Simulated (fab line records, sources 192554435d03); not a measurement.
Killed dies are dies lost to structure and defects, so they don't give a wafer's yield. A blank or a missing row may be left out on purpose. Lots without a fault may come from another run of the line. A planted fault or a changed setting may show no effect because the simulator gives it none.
Chamber matching | flow n5_finfet | N5_DUMMY_GATE_ETCH_29 on rie_diel-03: 4 sister chambers
The step etches underlayer in N2/H2, target depth 13 nm. 22 wafers are shown with their chamber, then 11 later ones without.

WAFERS WITH THEIR CHAMBER
wafer  | chamber | drypump_motor_current_A (A) | throttle_valve_pct (%) | oes_product_au (a.u.)
L075.2 | 2       | 5.1                         | 17.82                  | 0.86
L075.5 | 3       | 6.2                         | 17.79                  | 0.91
L075.6 | 2       | 5.1                         | 17.82                  | 0.85
L076.4 | 3       | 6.2                         | 17.81                  | 0.91
L076.5 | 2       | 5.1                         | 17.81                  | 0.86
L076.6 | 1       | 5.6                         | 18.10                  | 0.77
L079.1 | 1       | 5.6                         | 18.12                  | 0.77
L079.3 | 2       | 5.1                         | 17.82                  | 0.85
L079.4 | 0       | 5.0                         | 17.69                  | 0.70
L080.3 | 0       | 4.9                         | 17.70                  | 0.70
L080.4 | 1       | 5.6                         | 18.10                  | 0.77
L080.5 | 2       | 5.1                         | 17.85                  | 0.86
L082.2 | 1       | 5.6                         | 18.11                  | 0.75
L082.3 | 2       | 5.1                         | 17.85                  | 0.85
L082.6 | 2       | 5.0                         | 17.84                  | 0.85
L083.3 | 1       | 5.6                         | 18.13                  | 0.75
L083.4 | 1       | 5.6                         | 18.12                  | 0.75
L083.5 | 3       | 6.2                         | 17.83                  | 0.88
L085.1 | 2       | 5.1                         | 17.85                  | 0.83
L085.4 | 0       | 5.0                         | 17.34                  | 0.99
L085.6 | 3       | 6.2                         | 17.83                  | 0.87
L091.2 | 0       | 5.0                         | 17.36                  | 0.96

SIGNATURES (means of the wafers above)
reading                 | chamber 0 | chamber 1 | chamber 2 | chamber 3 | scatter within a chamber
drypump_motor_current_A | 4.975     | 5.600     | 5.087     | 6.200     | 0.03
throttle_valve_pct      | 17.5225   | 18.1133   | 17.8325   | 17.8150   | 0.0827
oes_product_au          | 0.8375    | 0.7600    | 0.8512    | 0.8925    | 0.0661
Rule: a wafer's distance from a chamber is the root of the sum, over the readings, of the square of ((its reading less the chamber's mean) divided by the reading's scatter). The wafer belongs to the nearest chamber; if the next one is less than 2 further off, it can't be placed. The scatter: the root of (the sum of the squares of (reading less its chamber's mean) over the shown wafers, divided by (wafers less chambers)).

WAFERS WITHOUT THEIR CHAMBER
wafer  | drypump_motor_current_A (A) | throttle_valve_pct (%) | oes_product_au (a.u.)
L091.3 | 5.6                         | 18.15                  | 0.74
L091.4 | 6.2                         | 17.85                  | 0.86
L092.2 | 5.1                         | 17.88                  | 0.82
L092.4 | 5.0                         | 17.36                  | 0.95
L092.6 | 5.6                         | 18.16                  | 0.74
L094.2 | 6.2                         | 17.85                  | 0.84
L094.3 | 5.1                         | 17.87                  | 0.82
L094.5 | 5.6                         | 18.16                  | 0.74
L095.1 | 5.6                         | 18.17                  | 0.75
L095.2 | 5.1                         | 17.87                  | 0.82
L095.4 | 6.2                         | 17.88                  | 0.84

WHICH CHAMBER EACH WENT THROUGH
wafer  | from the rows above | in truth
L091.3 | 1                   | 1
L091.4 | 3                   | 3
L092.2 | 2                   | 2
L092.4 | 0                   | 0
L092.6 | 1                   | 1
L094.2 | 3                   | 3
L094.3 | 2                   | 2
L094.5 | 1                   | 1
L095.1 | 1                   | 1
L095.2 | 2                   | 2
L095.4 | 3                   | 3
Placed correctly: 11 of 11. Can't be placed from these rows: 0. Placed wrongly: 0.
